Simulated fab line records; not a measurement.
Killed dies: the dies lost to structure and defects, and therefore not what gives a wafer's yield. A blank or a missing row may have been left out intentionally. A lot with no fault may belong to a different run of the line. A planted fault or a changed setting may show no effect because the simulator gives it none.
Which of the tools did it? :: flow n5Finfet :: 8 lots, 24 wafers sampled, at 7 steps of a route of 1938

## WHAT THE GAUGES READ, wafer by wafer
N5_SD_EPI_P_EPI_MEAS_23. Usual: 61.0 nm for thkNm, sd 1.3.
lot: L178
measured: day 3 20:50
on: filmMetro-01
thkNm (nm): 62.3 60.6 60.0
flag: 

lot: L183
measured: day 5 00:01
on: filmMetro-02
thkNm (nm): 59.7 60.9 57.7
flag: 

lot: L185
measured: day 5 11:02
on: filmMetro-02
thkNm (nm): 61.3 62.4 61.9
flag: 

lot: L188
measured: day 6 05:19
on: filmMetro-02
thkNm (nm): 61.8 60.8 61.1
flag: 

lot: L189
measured: day 6 09:23
on: filmMetro-01
thkNm (nm): 60.1 60.8 61.7
flag: 

lot: L191
measured: day 6 22:10
on: filmMetro-01
thkNm (nm): 71.3 70.2 71.0
flag: OFF

lot: L193
measured: day 7 09:25
on: filmMetro-02
thkNm (nm): 68.6 70.2 70.3
flag: OFF

lot: L200
measured: day 9 02:00
on: filmMetro-02
thkNm (nm): 59.0 61.0 59.1
flag: 

N5_SD_ACTIVATION_RS_MEAS_03: a four-point-probe measurement. Usual: RS_SD_N 21.94 ohm/sq, standard deviation 0.27; RS_SD_P 56.1 ohm/sq, standard deviation 0.82.
lot: L178
measured: day 3 21:27
on: filmMetro-02
RS_SD_N (ohm/sq): 21.88 21.83 21.66
RS_SD_P (ohm/sq): 55.6 55.5 55.8
flag: 

lot: L183
measured: day 5 00:38
on: filmMetro-02
RS_SD_N (ohm/sq): 22.17 21.93 21.70
RS_SD_P (ohm/sq): 57.4 57.2 57.3
flag: 

lot: L185
measured: day 5 11:40
on: filmMetro-01
RS_SD_N (ohm/sq): 22.23 22.00 22.29
RS_SD_P (ohm/sq): 55.4 55.8 55.6
flag: 

lot: L188
measured: day 6 05:56
on: filmMetro-01
RS_SD_N (ohm/sq): 21.63 21.56 21.75
RS_SD_P (ohm/sq): 55.5 56.2 56.1
flag: 

lot: L189
measured: day 6 10:11
on: filmMetro-02
RS_SD_N (ohm/sq): 21.76 22.12 22.09
RS_SD_P (ohm/sq): 56.4 55.9 55.0
flag: 

lot: L191
measured: day 6 22:49
on: filmMetro-01
RS_SD_N (ohm/sq): 22.02 22.23 22.47
RS_SD_P (ohm/sq): 43.9 44.8 43.9
flag: OFF

lot: L193
measured: day 7 10:10
on: filmMetro-02
RS_SD_N (ohm/sq): 21.78 22.11 21.76
RS_SD_P (ohm/sq): 46.0 45.9 46.0
flag: OFF

lot: L200
measured: day 9 02:43
on: filmMetro-01
RS_SD_N (ohm/sq): 22.00 22.25 21.65
RS_SD_P (ohm/sq): 56.6 57.0 56.6
flag: 

N5_BEOL_M4_RC_MEAS_101. Usual: DIBL_N 36.8 mV/V, standard deviation 1.5; DIBL_P 37.1 mV/V, standard deviation 2.1; IOFF_N 0.168 nA/um, standard deviation 0.03; IOFF_P 0.22 nA/um, standard deviation 0.034; ION_N 679 uA/um, standard deviation 12; ION_P 466 uA/um, standard deviation 8; REXT_P 99.7 ohm.um, standard deviation 2.6; RS_SD_P 66.0 ohm/sq, standard deviation 0.93; SS_N 71.7 mV/dec, standard deviation 0.58; SS_P 73.5 mV/dec, standard deviation 0.67; VT_N 248.8 mV, standard deviation 2.7; VT_P -250 mV, standard deviation 3.3.
lot: L178
measured: day 8 02:38
on: prober-01
DIBL_N (mV/V): 37.6 37.3 38.0
DIBL_P (mV/V): 39.4 37.8 39.2
IOFF_N (nA/um): 0.203 0.181 0.197
IOFF_P (nA/um): 0.29 0.25 0.28
ION_N (uA/um): 694 679 679
ION_P (uA/um): 475 466 470
REXT_P (ohm.um): 97.3 97.6 97.8
RS_SD_P (ohm/sq): 64.9 66.3 65.4
SS_N (mV/dec): 71.2 71.3 71.7
SS_P (mV/dec): 74.3 73.5 74.9
VT_N (mV): 245.8 249.1 247.4
VT_P (mV): -247 -248 -246
flag: 

lot: L183
measured: day 9 06:04
on: prober-01
DIBL_N (mV/V): 35.4 35.5 35.6
DIBL_P (mV/V): 37.0 37.0 37.2
IOFF_N (nA/um): 0.167 0.166 0.183
IOFF_P (nA/um): 0.22 0.21 0.22
ION_N (uA/um): 671 680 684
ION_P (uA/um): 469 463 470
REXT_P (ohm.um): 103.5 104.7 103.9
RS_SD_P (ohm/sq): 67.7 67.2 67.5
SS_N (mV/dec): 71.3 71.8 71.2
SS_P (mV/dec): 74.0 72.8 73.4
VT_N (mV): 247.2 245.1 244.9
VT_P (mV): -249 -248 -247
flag: 

lot: L185
measured: day 9 19:59
on: prober-02
DIBL_N (mV/V): 38.5 35.3 37.8
DIBL_P (mV/V): 38.9 36.3 39.0
IOFF_N (nA/um): 0.202 0.153 0.204
IOFF_P (nA/um): 0.22 0.19 0.24
ION_N (uA/um): 682 678 696
ION_P (uA/um): 455 466 467
REXT_P (ohm.um): 100.8 100.1 100.0
RS_SD_P (ohm/sq): 65.8 66.1 66.5
SS_N (mV/dec): 72.4 72.1 72.0
SS_P (mV/dec): 74.0 73.2 74.1
VT_N (mV): 246.2 250.0 245.2
VT_P (mV): -250 -253 -249
flag: 

lot: L188
measured: day 10 21:23
on: prober-01
DIBL_N (mV/V): 35.2 34.9 33.5
DIBL_P (mV/V): 34.7 33.7 31.6
IOFF_N (nA/um): 0.149 0.131 0.115
IOFF_P (nA/um): 0.19 0.18 0.15
ION_N (uA/um): 680 663 658
ION_P (uA/um): 466 459 449
REXT_P (ohm.um): 97.7 96.2 97.0
RS_SD_P (ohm/sq): 64.9 65.4 65.7
SS_N (mV/dec): 71.2 71.7 71.1
SS_P (mV/dec): 73.7 73.0 72.5
VT_N (mV): 248.8 252.6 254.1
VT_P (mV): -253 -254 -255
flag: 

lot: L189
measured: day 11 00:38
on: prober-02
DIBL_N (mV/V): 37.1 36.8 37.4
DIBL_P (mV/V): 39.3 40.2 40.5
IOFF_N (nA/um): 0.176 0.175 0.181
IOFF_P (nA/um): 0.24 0.27 0.27
ION_N (uA/um): 677 670 674
ION_P (uA/um): 463 463 466
REXT_P (ohm.um): 98.9 97.9 99.4
RS_SD_P (ohm/sq): 65.7 65.3 65.3
SS_N (mV/dec): 72.4 72.5 72.5
SS_P (mV/dec): 73.6 74.6 74.3
VT_N (mV): 250.6 249.6 247.8
VT_P (mV): -246 -246 -246
flag: 

lot: L191
measured: day 11 06:49
on: prober-02
DIBL_N (mV/V): 41.2 36.5 35.5
DIBL_P (mV/V): 41.8 35.4 33.9
IOFF_N (nA/um): 0.240 0.138 0.124
IOFF_P (nA/um): 0.38 0.25 0.22
ION_N (uA/um): 677 662 657
ION_P (uA/um): 480 477 467
REXT_P (ohm.um): 93.2 92.0 92.3
RS_SD_P (ohm/sq): 52.0 52.6 52.0
SS_N (mV/dec): 72.2 71.1 71.1
SS_P (mV/dec): 76.4 73.7 72.6
VT_N (mV): 245.5 253.0 253.3
VT_P (mV): -244 -247 -245
flag: OFF

lot: L193
measured: day 11 22:59
on: prober-01
DIBL_N (mV/V): 37.2 38.1 35.6
DIBL_P (mV/V): 38.4 39.0 36.5
IOFF_N (nA/um): 0.178 0.182 0.146
IOFF_P (nA/um): 0.28 0.30 0.24
ION_N (uA/um): 690 689 683
ION_P (uA/um): 481 484 482
REXT_P (ohm.um): 92.4 91.7 91.4
RS_SD_P (ohm/sq): 54.7 53.6 53.5
SS_N (mV/dec): 71.8 71.6 70.7
SS_P (mV/dec): 72.6 74.1 72.9
VT_N (mV): 245.2 247.6 251.3
VT_P (mV): -245 -243 -245
flag: OFF

lot: L200
measured: day 14 02:40
on: prober-01
DIBL_N (mV/V): 37.7 38.0 35.4
DIBL_P (mV/V): 38.6 37.2 34.7
IOFF_N (nA/um): 0.167 0.171 0.135
IOFF_P (nA/um): 0.25 0.22 0.18
ION_N (uA/um): 676 680 667
ION_P (uA/um): 467 469 455
REXT_P (ohm.um): 96.7 100.7 100.4
RS_SD_P (ohm/sq): 66.0 66.8 67.2
SS_N (mV/dec): 71.3 71.0 71.3
SS_P (mV/dec): 73.1 72.6 72.9
VT_N (mV): 249.5 249.2 252.4
VT_P (mV): -246 -248 -251
flag: 

## WHICH TOOL RAN EACH LOT (tool, then ch and the chambers of the sampled wafers, then the start)
lot: L178
N5_SD_EPI_N_VAPOR_ETCH_50: epiRpcvd-04 ch 0, day 3 12:16
N5_SD_EPI_P_ETCH_47: rieDiel-04 ch 0,1,3, day 3 17:49
N5_SD_EPI_P_ETCH_16: rieDiel-04 ch 0,1,3, day 3 17:55
N5_SD_EPI_P_EPI_21: epiRpcvd-03 ch 0, day 3 18:39

lot: L183
N5_SD_EPI_N_VAPOR_ETCH_50: epiRpcvd-03 ch 0, day 4 15:19
N5_SD_EPI_P_ETCH_47: rieDiel-05 ch 0,1, day 4 19:59
N5_SD_EPI_P_ETCH_16: rieDiel-05 ch 0,1, day 4 20:05
N5_SD_EPI_P_EPI_21: epiRpcvd-03 ch 0, day 4 21:34

lot: L185
N5_SD_EPI_N_VAPOR_ETCH_50: epiRpcvd-03 ch 0, day 5 04:34
N5_SD_EPI_P_ETCH_47: rieDiel-05 ch 0,1,3, day 5 08:01
N5_SD_EPI_P_ETCH_16: rieDiel-05 ch 0,1,3, day 5 08:07
N5_SD_EPI_P_EPI_21: epiRpcvd-03 ch 0, day 5 08:51

lot: L188
N5_SD_EPI_N_VAPOR_ETCH_50: epiRpcvd-03 ch 0, day 5 21:17
N5_SD_EPI_P_ETCH_47: rieDiel-05 ch 2,3, day 6 01:26
N5_SD_EPI_P_ETCH_16: rieDiel-05 ch 2,3, day 6 01:32
N5_SD_EPI_P_EPI_21: epiRpcvd-01 ch 0, day 6 02:52

lot: L189
N5_SD_EPI_N_VAPOR_ETCH_50: epiRpcvd-02 ch 0, day 6 02:56
N5_SD_EPI_P_ETCH_47: rieDiel-03 ch 0,1,3, day 6 06:20
N5_SD_EPI_P_ETCH_16: rieDiel-03 ch 0,1,3, day 6 06:26
N5_SD_EPI_P_EPI_21: epiRpcvd-03 ch 0, day 6 07:54

lot: L191
N5_SD_EPI_N_VAPOR_ETCH_50: epiRpcvd-02 ch 0, day 6 15:50
N5_SD_EPI_P_ETCH_47: rieDiel-04 ch 0,2, day 6 19:06
N5_SD_EPI_P_ETCH_16: rieDiel-04 ch 0,2, day 6 19:12
N5_SD_EPI_P_EPI_21: epiRpcvd-03 ch 0, day 6 20:41

lot: L193
N5_SD_EPI_N_VAPOR_ETCH_50: epiRpcvd-03 ch 0, day 7 01:49
N5_SD_EPI_P_ETCH_47: rieDiel-03 ch 0,1,2, day 7 06:22
N5_SD_EPI_P_ETCH_16: rieDiel-03 ch 0,1,2, day 7 06:28
N5_SD_EPI_P_EPI_21: epiRpcvd-03 ch 0, day 7 07:34

lot: L200
N5_SD_EPI_N_VAPOR_ETCH_50: epiRpcvd-02 ch 0, day 8 18:37
N5_SD_EPI_P_ETCH_47: rieDiel-05 ch 0,1,2, day 8 22:58
N5_SD_EPI_P_ETCH_16: rieDiel-05 ch 0,1,2, day 8 23:04
N5_SD_EPI_P_EPI_21: epiRpcvd-02 ch 0, day 9 00:10
- N5_SD_EPI_N_VAPOR_ETCH_50: etches Si in HCl, time 54 s.
- N5_SD_EPI_P_ETCH_47: etches SiOCN in CH3F/O2, target depth 25 nm.
- N5_SD_EPI_P_ETCH_16: etches SiO2 in CHF3/O2, target depth 5 nm.
- N5_SD_EPI_P_EPI_21: deposits SiGe:B, time 355 s.

## AS READ BY THE TOOLS THEMSELVES (means over the sampled wafers that have a number; for cases with no such wafer, the mark the record gives instead)
N5_SD_EPI_N_VAPOR_ETCH_50. Usual: chamberPressureTorr 20.00 Torr, standard deviation 0.04; throttleValvePct 11.82 %, standard deviation 0.3.
lot: L178
tool: epiRpcvd-04
chamberPressureTorr (Torr): 20.02
throttleValvePct (%): 11.41
flag: 

lot: L183
tool: epiRpcvd-03
chamberPressureTorr (Torr): 19.97
throttleValvePct (%): 12.14
flag: 

lot: L185
tool: epiRpcvd-03
chamberPressureTorr (Torr): 20.01
throttleValvePct (%): 11.94
flag: 

lot: L188
tool: epiRpcvd-03
chamberPressureTorr (Torr): 20.00
throttleValvePct (%): 12.05
flag: 

lot: L189
tool: epiRpcvd-02
chamberPressureTorr (Torr): 20.05
throttleValvePct (%): 11.96
flag: 

lot: L191
tool: epiRpcvd-02
chamberPressureTorr (Torr): 20.04
throttleValvePct (%): 12.08
flag: 

lot: L193
tool: epiRpcvd-03
chamberPressureTorr (Torr): 20.01
throttleValvePct (%): 11.93
flag: 

lot: L200
tool: epiRpcvd-02
chamberPressureTorr (Torr): 20.01
throttleValvePct (%): 12.09
flag: 

N5_SD_EPI_P_ETCH_47. Usual: CH3F_flow_sccm 30.01 sccm, standard deviation 0.082; O2_flow_sccm 19.99 sccm, standard deviation 0.058; chamberPressureMTorr 30.003 mTorr, standard deviation 0.029; drypumpMotorCurrentA 5.83 A, standard deviation 0.22; oesProductAu 0.76 a.u., standard deviation 0.066; rfVppV 126.7 V, standard deviation 2.2; showerheadPlenumPTorr 1.98 Torr, standard deviation 0.07; throttleValvePct 16.46 %, standard deviation 0.16.
lot: L178
tool: rieDiel-04
CH3F_flow_sccm (sccm): 30.01
O2_flow_sccm (sccm): 19.89
chamberPressureMTorr (mTorr): 30.047
drypumpMotorCurrentA (A): 5.90
oesProductAu (a.u.): 0.80
rfVppV (V): 125.9
showerheadPlenumPTorr (Torr): 1.97
throttleValvePct (%): 16.32
flag: 

lot: L183
tool: rieDiel-05
CH3F_flow_sccm (sccm): 30.02
O2_flow_sccm (sccm): 20.00
chamberPressureMTorr (mTorr): 30.000
drypumpMotorCurrentA (A): 5.75
oesProductAu (a.u.): 0.70
rfVppV (V): 126.2
showerheadPlenumPTorr (Torr): 1.98
throttleValvePct (%): 16.61
flag: 

lot: L185
tool: rieDiel-05
CH3F_flow_sccm (sccm): 30.03
O2_flow_sccm (sccm): 19.96
chamberPressureMTorr (mTorr): 30.001
drypumpMotorCurrentA (A): 5.83
oesProductAu (a.u.): 0.72
rfVppV (V): 126.4
showerheadPlenumPTorr (Torr): 1.97
throttleValvePct (%): 16.55
flag: 

lot: L188
tool: rieDiel-05
CH3F_flow_sccm (sccm): 30.03
O2_flow_sccm (sccm): 20.01
chamberPressureMTorr (mTorr): 29.982
drypumpMotorCurrentA (A): 5.92
oesProductAu (a.u.): 0.81
rfVppV (V): 125.3
showerheadPlenumPTorr (Torr): 2.00
throttleValvePct (%): 16.49
flag: 

lot: L189
tool: rieDiel-03
CH3F_flow_sccm (sccm): 30.00
O2_flow_sccm (sccm): 20.04
chamberPressureMTorr (mTorr): 30.006
drypumpMotorCurrentA (A): 5.87
oesProductAu (a.u.): 0.74
rfVppV (V): 128.2
showerheadPlenumPTorr (Torr): 1.94
throttleValvePct (%): 16.49
flag: 

lot: L191
tool: rieDiel-04
CH3F_flow_sccm (sccm): 30.06
O2_flow_sccm (sccm): 20.03
chamberPressureMTorr (mTorr): 29.985
drypumpMotorCurrentA (A): 5.57
oesProductAu (a.u.): 0.72
rfVppV (V): 125.7
showerheadPlenumPTorr (Torr): 1.91
throttleValvePct (%): 16.43
flag: 

lot: L193
tool: rieDiel-03
CH3F_flow_sccm (sccm): 30.00
O2_flow_sccm (sccm): 19.96
chamberPressureMTorr (mTorr): 29.993
drypumpMotorCurrentA (A): 5.85
oesProductAu (a.u.): 0.76
rfVppV (V): 128.6
showerheadPlenumPTorr (Torr): 2.00
throttleValvePct (%): 16.45
flag: 

lot: L200
tool: rieDiel-05
CH3F_flow_sccm (sccm): 29.99
O2_flow_sccm (sccm): 20.01
chamberPressureMTorr (mTorr): 29.989
drypumpMotorCurrentA (A): 5.77
oesProductAu (a.u.): 0.75
rfVppV (V): 124.6
showerheadPlenumPTorr (Torr): 2.03
throttleValvePct (%): 16.58
flag: 

N5_SD_EPI_P_ETCH_16. Usual: O2_flow_sccm 5.001 sccm, standard deviation 0.014; chamberPressureMTorr 29.998 mTorr, standard deviation 0.027; drypumpMotorCurrentA 5.84 A, standard deviation 0.22; oesProductAu 0.76 a.u., standard deviation 0.066; rfVppV 520 V, standard deviation 9.3; showerheadPlenumPTorr 2.39 Torr, standard deviation 0.08; throttleValvePct 19.04 %, standard deviation 0.16.
lot: L178
tool: rieDiel-04
O2_flow_sccm (sccm): 4.986
chamberPressureMTorr (mTorr): 30.002
drypumpMotorCurrentA (A): 5.91
oesProductAu (a.u.): 0.80
rfVppV (V): 519
showerheadPlenumPTorr (Torr): 2.37
throttleValvePct (%): 18.89
flag: 

lot: L183
tool: rieDiel-05
O2_flow_sccm (sccm): 4.988
chamberPressureMTorr (mTorr): 30.003
drypumpMotorCurrentA (A): 5.76
oesProductAu (a.u.): 0.70
rfVppV (V): 517
showerheadPlenumPTorr (Torr): 2.39
throttleValvePct (%): 19.17
flag: 

lot: L185
tool: rieDiel-05
O2_flow_sccm (sccm): 5.006
chamberPressureMTorr (mTorr): 29.963
drypumpMotorCurrentA (A): 5.83
oesProductAu (a.u.): 0.72
rfVppV (V): 516
showerheadPlenumPTorr (Torr): 2.37
throttleValvePct (%): 19.12
flag: 

lot: L188
tool: rieDiel-05
O2_flow_sccm (sccm): 5.009
chamberPressureMTorr (mTorr): 30.000
drypumpMotorCurrentA (A): 5.94
oesProductAu (a.u.): 0.81
rfVppV (V): 514
showerheadPlenumPTorr (Torr): 2.42
throttleValvePct (%): 19.10
flag: 

lot: L189
tool: rieDiel-03
O2_flow_sccm (sccm): 4.984
chamberPressureMTorr (mTorr): 30.011
drypumpMotorCurrentA (A): 5.90
oesProductAu (a.u.): 0.73
rfVppV (V): 528
showerheadPlenumPTorr (Torr): 2.34
throttleValvePct (%): 19.06
flag: 

lot: L191
tool: rieDiel-04
O2_flow_sccm (sccm): 4.989
chamberPressureMTorr (mTorr): 30.005
drypumpMotorCurrentA (A): 5.55
oesProductAu (a.u.): 0.72
rfVppV (V): 520
showerheadPlenumPTorr (Torr): 2.31
throttleValvePct (%): 19.01
flag: 

lot: L193
tool: rieDiel-03
O2_flow_sccm (sccm): 4.996
chamberPressureMTorr (mTorr): 30.000
drypumpMotorCurrentA (A): 5.87
oesProductAu (a.u.): 0.76
rfVppV (V): 531
showerheadPlenumPTorr (Torr): 2.41
throttleValvePct (%): 19.03
flag: 

lot: L200
tool: rieDiel-05
O2_flow_sccm (sccm): 5.004
chamberPressureMTorr (mTorr): 29.990
drypumpMotorCurrentA (A): 5.77
oesProductAu (a.u.): 0.75
rfVppV (V): 511
showerheadPlenumPTorr (Torr): 2.44
throttleValvePct (%): 19.13
flag: 

N5_SD_EPI_P_EPI_21. Usual: 20.00 Torr for chamberPressureTorr, sd 0.043.
lot: L178
tool: epiRpcvd-03
chamberPressureTorr (Torr): 20.00
flag: 

lot: L183
tool: epiRpcvd-03
chamberPressureTorr (Torr): 20.00
flag: 

lot: L185
tool: epiRpcvd-03
chamberPressureTorr (Torr): 20.05
flag: 

lot: L188
tool: epiRpcvd-01
chamberPressureTorr (Torr): 20.07
flag: 

lot: L189
tool: epiRpcvd-03
chamberPressureTorr (Torr): 20.00
flag: 

lot: L191
tool: epiRpcvd-03
chamberPressureTorr (Torr): 28.00
flag: OFF

lot: L193
tool: epiRpcvd-03
chamberPressureTorr (Torr): 28.02
flag: OFF

lot: L200
tool: epiRpcvd-02
chamberPressureTorr (Torr): 20.01
flag: 

## THE ANSWER, worked out from the rows above alone
Rule: a lot is off if the mean of its wafers that have a number lies more than 3 standard deviations from the usual mean. A lot without any number at a reading at which 4 lots or more have one is off too. Any other lot the step has rows for is counted as sound. After the gauges, taken in route order, come the tools' own readings; for these a lot's mean is taken, as printed above. At the first step where some lot is off, the reading lying furthest off is the one used; lots without a number count as furthest.
Off: L191, L193, at N5_SD_EPI_P_EPI_MEAS_23 (thkNm).
A tool fits if, at a process step before that reading, it ran every lot that is off, and no sound lot after the first of them. The gauges at N5_SD_EPI_P_EPI_MEAS_23 aren't tried: what is off there is off at N5_BEOL_M4_RC_MEAS_101 too, on other tools, and a gauge's error can't cause that. One candidate fits, namely epiRpcvd-03 at N5_SD_EPI_P_EPI_21. A fault onset in the window from L189 (day 6 07:54, its last sound lot) to L191 (day 6 20:41, its first lot off) fits.
The tool's own readings at N5_SD_EPI_P_EPI_21 bear it out: on the lots that are off they differ by more than 5 times the standard deviation of the sound lots' means. chamberPressureTorr reads 28.01 Torr there against 20.02 Torr on the sound lots.

## WHAT THE SIMULATOR HAD INSERTED
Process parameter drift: epiRpcvd-03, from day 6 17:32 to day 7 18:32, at N5_SD_EPI_P_EPI_21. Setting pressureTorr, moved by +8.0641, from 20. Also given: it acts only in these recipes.
Struck lots among those shown: L191, L193. This agrees with what the rule above found.
